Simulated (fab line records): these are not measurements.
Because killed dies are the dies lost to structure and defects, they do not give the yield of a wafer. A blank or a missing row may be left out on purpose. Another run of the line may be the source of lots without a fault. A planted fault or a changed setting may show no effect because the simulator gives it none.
Which tool is to blame?	flow n5_finfet	66 wafers from 22 lots sampled at 6 of the route's 1938 steps

WHAT EACH GAUGE READ, for each wafer
N5_BEOL_M8_INSPECT_13: inspects for defects (brightfield).
lot	measured	on	raw_defect_count
L074	day 8 23:59	defect_inspect-02	406 287 471
L076	day 9 09:46	defect_inspect-02	479 495 330
L075	day 9 12:21	defect_inspect-02	320 552 353
L077	day 9 18:56	defect_inspect-01	488 493 616
L079	day 10 12:07	defect_inspect-02	377 378 365
L081	day 10 14:56	defect_inspect-02	507 271 536
L080	day 10 19:52	defect_inspect-01	511 564 671
L082	day 11 06:06	defect_inspect-02	483 468 442
L083	day 11 16:18	defect_inspect-02	508 440 406
L084	day 11 18:40	defect_inspect-01	755 586 690
L086	day 12 05:55	defect_inspect-01	615 680 536
L085	day 12 10:07	defect_inspect-02	263 346 200
L088	day 12 10:22	defect_inspect-01	776 569 605
L087	day 12 15:28	defect_inspect-01	367 416 260
L089	day 12 22:09	defect_inspect-01	336 388 304
L091	day 13 12:38	defect_inspect-02	429 317 387
L090	day 14 01:27	defect_inspect-02	322 351 360
L093	day 14 01:40	defect_inspect-01	424 360 350
L092	day 14 11:31	defect_inspect-01	512 385 476
L094	day 14 19:55	defect_inspect-01	294 304 336
L095	day 14 21:50	defect_inspect-01	542 459 374
L096	day 14 22:19	defect_inspect-02	336 395 399

N5_BEOL_M9_CD_MEAS_11: target cd 64.1 nm.
lot	measured	on	cd_nm (nm)
L074	day 9 06:05	cd_sem-02	65.5 65.1 64.7
L076	day 9 15:28	cd_sem-01	65.2 64.8 64.5
L075	day 9 20:09	cd_sem-03	64.3 65.0 65.0
L077	day 10 03:12	cd_sem-03	64.1 63.2 64.5
L079	day 10 20:24	cd_sem-01	63.3 64.9 63.0
L081	day 10 22:36	cd_sem-03	64.0 63.2 62.8
L080	day 11 06:26	cd_sem-01	64.5 63.5 65.2
L082	day 11 16:32	cd_sem-02	64.6 64.3 64.2
L083	day 11 22:47	cd_sem-01	64.4 65.0 63.0
L084	day 12 02:56	cd_sem-02	64.4 64.8 64.8
L086	day 12 12:07	cd_sem-03	64.3 64.6 63.8
L085	day 12 18:40	cd_sem-03	64.0 65.3 65.5
L088	day 12 18:41	cd_sem-01	62.6 62.6 63.9
L087	day 12 22:10	cd_sem-02	64.7 65.0 65.3
L089	day 13 04:59	cd_sem-03	64.5 63.7 64.7
L091	day 13 21:08	cd_sem-01	63.9 63.5 64.6
L090	day 14 11:21	cd_sem-01	64.7 65.4 63.7
L093	day 14 11:31	cd_sem-03	63.2 64.3 63.9
L092	day 14 18:32	cd_sem-03	62.9 64.2 62.8
L094	day 15 03:53	cd_sem-02	64.7 65.7 64.7
L095	day 15 07:17	cd_sem-02	64.1 64.4 63.5
L096	day 15 06:41	cd_sem-02	65.7 65.0 64.7

TOOL THAT RAN EACH LOT (tool first, then ch and the chambers of the sampled wafers, then the start)
lot	N5_BEOL_M7_STRIP_80	N5_BEOL_M8_DESCUM_33	N5_BEOL_M8_VIA_ETCH_34	N5_BEOL_M8_CURE_75
L074	rie_diel-06 ch 1,2, day 8 23:59 or earlier	rie_diel-04 ch 0,2,3, day 9 01:13	rie_diel-04 ch 0,2,3, day 9 01:24	uv_cure-02 ch 1, day 9 01:57
L076	rie_diel-03 ch 0,1, day 9 09:46 or earlier	rie_diel-04 ch 0,2,3, day 9 10:46	rie_diel-04 ch 0,2,3, day 9 10:56	uv_cure-03 ch 2, day 9 11:23
L075	rie_diel-03 ch 0,2,3, day 9 12:21 or earlier	rie_diel-05 ch 0,2, day 9 14:08	rie_diel-05 ch 0,2, day 9 14:19	uv_cure-02 ch 0, day 9 14:56
L077	rie_diel-06 ch 0,3, day 9 18:56 or earlier	rie_diel-04 ch 0,2,3, day 9 20:08	rie_diel-04 ch 0,2,3, day 9 20:19	uv_cure-03 ch 1, day 9 20:49
L079	rie_diel-06 ch 0,1, day 10 12:07 or earlier	rie_diel-02 ch 0,1,3, day 10 14:52	rie_diel-02 ch 1,2, day 10 15:02	uv_cure-02 ch 1, day 10 15:29
L081	rie_diel-06 ch 1,2,3, day 10 14:56 or earlier	rie_diel-02 ch 0,1,2, day 10 16:09	rie_diel-02 ch 0,1,2, day 10 16:20	uv_cure-03 ch 0, day 10 16:52
L080	rie_diel-03 ch 0,1,3, day 10 19:52 or earlier	rie_diel-05 ch 1,2,3, day 10 22:29	rie_diel-05 ch 1,2,3, day 10 22:40	uv_cure-01 ch 0, day 10 23:06
L082	rie_diel-06 ch 0,1, day 11 06:06 or earlier	rie_diel-04 ch 0,1,3, day 11 07:08	rie_diel-04 ch 0,1,3, day 11 07:19	uv_cure-01 ch 2, day 11 07:49
L083	rie_diel-01 ch 0,2,3, day 11 16:18 or earlier	rie_diel-04 ch 1,3, day 11 17:21	rie_diel-04 ch 1,3, day 11 17:32	uv_cure-02 ch 0, day 11 17:59
L084	rie_diel-01 ch 1,2, day 11 18:40 or earlier	rie_diel-05 ch 2,3, day 11 21:12	rie_diel-05 ch 2,3, day 11 21:23	uv_cure-03 ch 0, day 11 21:50
L086	rie_diel-06 ch 0,1, day 12 05:55 or earlier	rie_diel-02 ch 1,2,3, day 12 07:07	rie_diel-02 ch 1,2,3, day 12 07:18	uv_cure-03 ch 1, day 12 07:47
L085	rie_diel-06 ch 2,3, day 12 10:07 or earlier	rie_diel-05 ch 0,1, day 12 11:19	rie_diel-05 ch 0,1, day 12 11:29	uv_cure-02 ch 0, day 12 12:07
L088	rie_diel-01 ch 1,2,3, day 12 10:22 or earlier	rie_diel-02 ch 1,2,3, day 12 11:28	rie_diel-02 ch 1,2,3, day 12 11:39	uv_cure-02 ch 0, day 12 12:16
L087	rie_diel-01 ch 1,2,3, day 12 15:28 or earlier	rie_diel-04 ch 1,2,3, day 12 17:01	rie_diel-04 ch 1,2,3, day 12 17:12	uv_cure-01 ch 1, day 12 17:39
L089	rie_diel-03 ch 0,2,3, day 12 22:09 or earlier	rie_diel-02 ch 1,3, day 12 23:32	rie_diel-02 ch 1,3, day 12 23:43	uv_cure-03 ch 0, day 13 00:10
L091	rie_diel-03 ch 0,1,3, day 13 12:38 or earlier	rie_diel-02 ch 0,2, day 13 14:55	rie_diel-02 ch 0,2, day 13 15:05	uv_cure-01 ch 1, day 13 15:38
L090	rie_diel-03 ch 1,3, day 14 01:27 or earlier	rie_diel-02 ch 0,1,2, day 14 03:08	rie_diel-02 ch 0,1,2, day 14 03:19	uv_cure-02 ch 1, day 14 04:01
L093	rie_diel-01 ch 1,2, day 14 01:40 or earlier	rie_diel-05 ch 0,3, day 14 03:11	rie_diel-05 ch 0,3, day 14 03:22	uv_cure-03 ch 0, day 14 04:03
L092	rie_diel-06 ch 0,3, day 14 11:31 or earlier	rie_diel-05 ch 1,3, day 14 13:05	rie_diel-05 ch 1,3, day 14 13:16	uv_cure-03 ch 2, day 14 13:47
L094	rie_diel-03 ch 0,2,3, day 14 19:55 or earlier	rie_diel-02 ch 1,2,3, day 14 21:32	rie_diel-02 ch 1,2,3, day 14 21:43	uv_cure-01 ch 2, day 14 22:10
L095	rie_diel-01 ch 0,1,3, day 14 21:50 or earlier	rie_diel-05 ch 0,2,3, day 15 01:52	rie_diel-05 ch 0,2,3, day 15 02:02	uv_cure-03 ch 0, day 15 02:35
L096	rie_diel-03 ch 0,1,2, day 14 22:19 or earlier	rie_diel-04 ch 1,2, day 15 00:18	rie_diel-04 ch 1,2, day 15 00:29	uv_cure-01 ch 0, day 15 00:58
- N5_BEOL_M7_STRIP_80: strips in N2/H2, time 10 s.
- N5_BEOL_M8_DESCUM_33: chemistry O2, time 7 s.
- N5_BEOL_M8_VIA_ETCH_34: etches SiCOH lowk in C4F6/O2, target depth 125.5 nm, time 50.5 s.
- N5_BEOL_M8_CURE_75: cures SiCOH lowk, time 120 s.

AS READ BY THE TOOLS THEMSELVES (means over the sampled wafers that have a number; for cases with no such wafer, the mark the record gives instead)
N5_BEOL_M7_STRIP_80.
lot	tool	bias_power_w (W)	drypump_motor_current_A (A)	oes_product_au (a.u.)	rf_vpp_V (V)	showerhead_plenum_p_Torr (Torr)	throttle_valve_pct (%)
L074	rie_diel-06	6.981	6.2	0.82	58.7	2.63	23.7
L076	rie_diel-03	7.011	6.1	0.73	59.1	2.56	24.0
L075	rie_diel-03	7.005	5.9	0.75	59.6	2.57	23.7
L077	rie_diel-06	6.987	6.3	0.75	59.1	2.40	23.4
L079	rie_diel-06	6.995	6.5	0.83	58.7	2.61	23.5
L081	rie_diel-06	6.982	6.0	0.88	58.3	2.50	23.6
L080	rie_diel-03	6.984	6.1	0.73	59.9	2.50	23.8
L082	rie_diel-06	6.956	6.5	0.78	59.2	2.51	23.4
L083	rie_diel-01	7.018	5.4	0.71	59.3	2.57	24.1
L084	rie_diel-01	7.003	5.4	0.77	59.5	2.61	23.7
L086	rie_diel-06	7.015	6.5	0.81	59.0	2.61	23.6
L085	rie_diel-06	6.993	5.7	0.90	58.8	2.43	23.7
L088	rie_diel-01	6.985	5.5	0.80	58.5	2.59	23.9
L087	rie_diel-01	6.981	5.4	0.78	59.3	2.59	23.9
L089	rie_diel-03	6.994	5.9	0.72	59.0	2.56	23.7
L091	rie_diel-03	6.987	6.1	0.72	59.4	2.49	23.8
L090	rie_diel-03	7.002	6.5	0.69	59.2	2.41	23.7
L093	rie_diel-01	6.988	5.5	0.82	58.7	2.58	23.6
L092	rie_diel-06	6.995	6.3	0.73	58.9	2.38	23.4
L094	rie_diel-03	6.981	5.9	0.71	58.6	2.56	23.7
L095	rie_diel-01	6.998	5.5	0.86	59.3	2.54	23.9
L096	rie_diel-03	6.993	6.2	0.68	58.8	2.54	23.9

N5_BEOL_M8_DESCUM_33.
lot	tool	bias_power_w (W)	drypump_motor_current_A (A)	o2_flow_sccm (sccm)	oes_product_au (a.u.)	rf_vpp_V (V)	showerhead_plenum_p_Torr (Torr)	throttle_valve_pct (%)
L074	rie_diel-04	20.01	5.7	224.8	0.82	243.4	2.10	20.33
L076	rie_diel-04	20.03	5.6	224.8	0.82	243.0	2.10	20.35
L075	rie_diel-05	19.96	5.2	225.5	0.88	243.3	2.06	20.00
L077	rie_diel-04	19.97	5.7	225.8	0.81	243.2	2.10	20.33
L079	rie_diel-02	19.99	6.2	225.2	0.75	243.2	2.08	20.33
L081	rie_diel-02	20.00	5.9	225.0	0.85	242.1	2.07	20.29
L080	rie_diel-05	20.05	5.7	225.5	0.78	242.5	2.02	20.36
L082	rie_diel-04	20.01	5.7	225.6	0.80	243.5	2.14	20.27
L083	rie_diel-04	20.04	5.7	225.0	0.74	244.1	2.12	20.20
L084	rie_diel-05	20.00	5.5	225.6	0.82	242.2	1.97	20.31
L086	rie_diel-02	19.92	6.0	225.4	0.81	243.7	2.09	20.27
L085	rie_diel-05	19.96	5.8	225.1	0.78	244.4	2.15	20.30
L088	rie_diel-02	20.01	6.0	224.1	0.81	243.1	2.09	20.26
L087	rie_diel-04	19.93	5.6	225.3	0.82	242.7	2.07	20.17
L089	rie_diel-02	19.95	6.4	225.2	0.72	243.6	2.09	20.31
L091	rie_diel-02	19.98	6.0	225.1	0.92	244.6	2.18	20.10
L090	rie_diel-02	20.01	5.9	224.9	0.88	243.3	2.15	20.22
L093	rie_diel-05	20.05	5.2	224.5	0.87	243.1	2.09	20.04
L092	rie_diel-05	20.00	6.0	225.5	0.77	243.6	2.10	20.47
L094	rie_diel-02	20.07	6.0	224.8	0.87	243.2	2.08	20.17
L095	rie_diel-05	19.95	5.4	225.2	0.81	242.2	2.01	20.19
L096	rie_diel-04	19.96	5.3	224.4	0.90	242.7	2.07	20.15

N5_BEOL_M8_VIA_ETCH_34.
lot	tool	C4F6_flow_sccm (sccm)	O2_flow_sccm (sccm)	drypump_motor_current_A (A)	mfc_ar_sccm (sccm)	oes_product_au (a.u.)	rf_vpp_V (V)	showerhead_plenum_p_Torr (Torr)	throttle_valve_pct (%)
L074	rie_diel-04	9.982	10.033	5.6	299.7	0.82	664	2.87	20.83
L076	rie_diel-04	9.979	10.001	5.6	299.1	0.80	665	2.86	20.84
L075	rie_diel-05	9.989	9.975	5.2	300.0	0.86	633	2.82	20.54
L077	rie_diel-04	9.989	10.011	5.7	300.3	0.80	664	2.86	20.83
L079	rie_diel-02	9.979	9.990	5.7	300.2	0.94	649	2.82	20.58
L081	rie_diel-02	10.005	9.955	5.9	300.3	0.84	648	2.80	20.65
L080	rie_diel-05	10.042	10.015	5.7	300.0	0.78	659	2.78	20.95
L082	rie_diel-04	9.981	10.008	5.7	299.5	0.80	668	2.90	20.71
L083	rie_diel-04	10.020	10.024	5.7	299.9	0.75	662	2.88	20.66
L084	rie_diel-05	9.982	9.981	5.5	299.5	0.83	654	2.73	21.04
L086	rie_diel-02	10.027	10.004	6.0	300.0	0.81	654	2.83	20.65
L085	rie_diel-05	9.998	10.006	5.8	299.1	0.77	650	2.93	20.82
L088	rie_diel-02	9.980	10.010	6.0	300.2	0.81	653	2.83	20.65
L087	rie_diel-04	9.995	9.989	5.6	300.9	0.83	659	2.84	20.70
L089	rie_diel-02	9.990	9.993	6.4	300.4	0.71	658	2.84	20.71
L091	rie_diel-02	9.988	10.015	5.9	299.8	0.92	638	2.96	20.58
L090	rie_diel-02	9.986	10.010	5.9	300.0	0.87	651	2.90	20.57
L093	rie_diel-05	10.007	9.972	5.2	300.9	0.87	627	2.88	20.77
L092	rie_diel-05	9.999	9.985	6.0	301.2	0.76	660	2.88	21.07
L094	rie_diel-02	9.975	9.999	6.0	300.0	0.88	652	2.82	20.57
L095	rie_diel-05	9.986	9.998	5.4	300.3	0.81	643	2.76	20.84
L096	rie_diel-04	9.982	9.960	5.3	299.9	0.91	651	2.83	20.68

N5_BEOL_M8_CURE_75.
lot	tool	lamp_power_pct (%)	wafer_temp_C_max
L074	uv_cure-02	52.32	371.1
L076	uv_cure-03	52.32	372.4
L075	uv_cure-02	52.34	371.8
L077	uv_cure-03	52.29	372.9
L079	uv_cure-02	52.34	371.1
L081	uv_cure-03	52.41	371.3
L080	uv_cure-01	52.28	371.1
L082	uv_cure-01	52.31	371.4
L083	uv_cure-02	52.33	371.8
L084	uv_cure-03	52.31	371.1
L086	uv_cure-03	52.28	372.1
L085	uv_cure-02	52.36	371.6
L088	uv_cure-02	52.26	371.5
L087	uv_cure-01	52.32	371.7
L089	uv_cure-03	52.27	371.5
L091	uv_cure-01	52.29	371.6
L090	uv_cure-02	52.30	370.9
L093	uv_cure-03	52.31	371.4
L092	uv_cure-03	52.30	372.4
L094	uv_cure-01	52.28	371.4
L095	uv_cure-03	52.24	371.2
L096	uv_cure-01	52.31	370.9

THE ANSWER, worked out from the rows above alone
Rule: the usual values come from the lots themselves. Put in order of their means at a reading, lots are off if they are a third of the lots or fewer, leave a main group of 4 or more, and stand apart from it by a gap of 3 or more times the standard deviation of the main group's means; of several such gaps the widest counts. A main group whose means are all the same, to the digits that the tables above print for the reading, isn't used. A lot without any number at a reading at which 4 lots or more have one is off too. The other lots that the step has rows for count as sound. After the gauges, taken in route order, come the tools' own readings; for these a lot's mean is taken, as printed above. The first step at which some lot is off is used, and at that step the reading that is off furthest; a lot without a number counts as furthest.
No lot is off on any of the readings shown, so nothing can be concluded from this.

WHAT HAD BEEN PUT IN BY THE SIMULATOR
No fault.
